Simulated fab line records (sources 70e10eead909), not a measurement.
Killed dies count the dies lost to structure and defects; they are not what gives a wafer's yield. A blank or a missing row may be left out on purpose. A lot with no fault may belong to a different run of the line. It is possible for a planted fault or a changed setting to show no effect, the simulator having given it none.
Matching of chambers -- flow nand harc -- 4 sister chambers for NHARC_P_GATE_STRIP_101 on rie diel-03
The step strips in O2, time 20 s. 20 wafers are shown with their chamber, then 10 later ones without.

== WAFERS WITH THEIR CHAMBER ==
wafer,chamber,showerhead plenum p Torr (Torr),drypump motor current A (A),oes product au (a.u.)
L075.3,2,3.67,5.3,1.010
L075.4,1,3.30,5.8,0.990
L075.5,1,3.30,5.8,0.982
L077.1,3,3.59,6.2,0.999
L077.4,1,3.30,5.8,0.990
L077.6,3,3.59,6.2,1.001
L079.1,0,3.59,5.0,0.985
L079.2,3,3.59,6.2,0.990
L079.6,3,3.59,6.2,0.993
L080.1,1,3.30,5.8,0.984
L080.4,1,3.30,5.8,0.993
L080.5,0,3.59,5.0,1.003
L081.2,0,3.59,5.0,0.985
L081.3,1,3.30,5.8,0.983
L081.6,0,3.59,5.0,0.994
L085.1,1,3.30,5.8,1.000
L085.3,3,3.59,6.3,0.996
L085.5,1,3.30,5.8,0.992
L093.1,2,3.66,5.3,0.998
L093.2,3,3.59,6.2,0.997

SIGNATURES (averages over the wafers above)
reading,chamber 0,chamber 1,chamber 2,chamber 3,scatter within a chamber
showerhead plenum p Torr,3.5900,3.3000,3.6650,3.5900,0.00177
drypump motor current A,5.000,5.800,5.300,6.217,0.0228
oes product au,0.99175,0.98925,1.00400,0.99600,0.00629
Rule: a wafer's distance from a chamber is the root of the sum, over the readings, of the square of ((its reading less the chamber's mean) divided by the reading's scatter). The wafer belongs to the nearest chamber; if the next one is less than 2 further off, it can't be placed. The scatter is the square root of a quotient: the sum, over the shown wafers, of each reading's squared deviation from its chamber's mean, divided by wafers minus chambers.

== WAFERS WITH NO CHAMBER GIVEN ==
wafer,showerhead plenum p Torr (Torr),drypump motor current A (A),oes product au (a.u.)
L093.6,3.66,5.3,0.999
L095.2,3.29,5.8,0.994
L095.3,3.66,5.3,0.992
L095.4,3.59,6.2,0.997
L096.1,3.58,5.0,1.005
L096.2,3.29,5.8,0.998
L096.3,3.66,5.3,0.996
L097.1,3.59,6.2,1.001
L097.5,3.66,5.3,1.003
L097.6,3.29,5.8,0.992

== EACH ONE'S CHAMBER ==
wafer,from the rows above,in truth
L093.6,2,2
L095.2,1,1
L095.3,2,2
L095.4,3,3
L096.1,0,0
L096.2,1,1
L096.3,2,2
L097.1,3,3
L097.5,2,2
L097.6,1,1
Correctly placed: 10 of 10. Number that these rows cannot place: 0. Wrongly placed: 0.
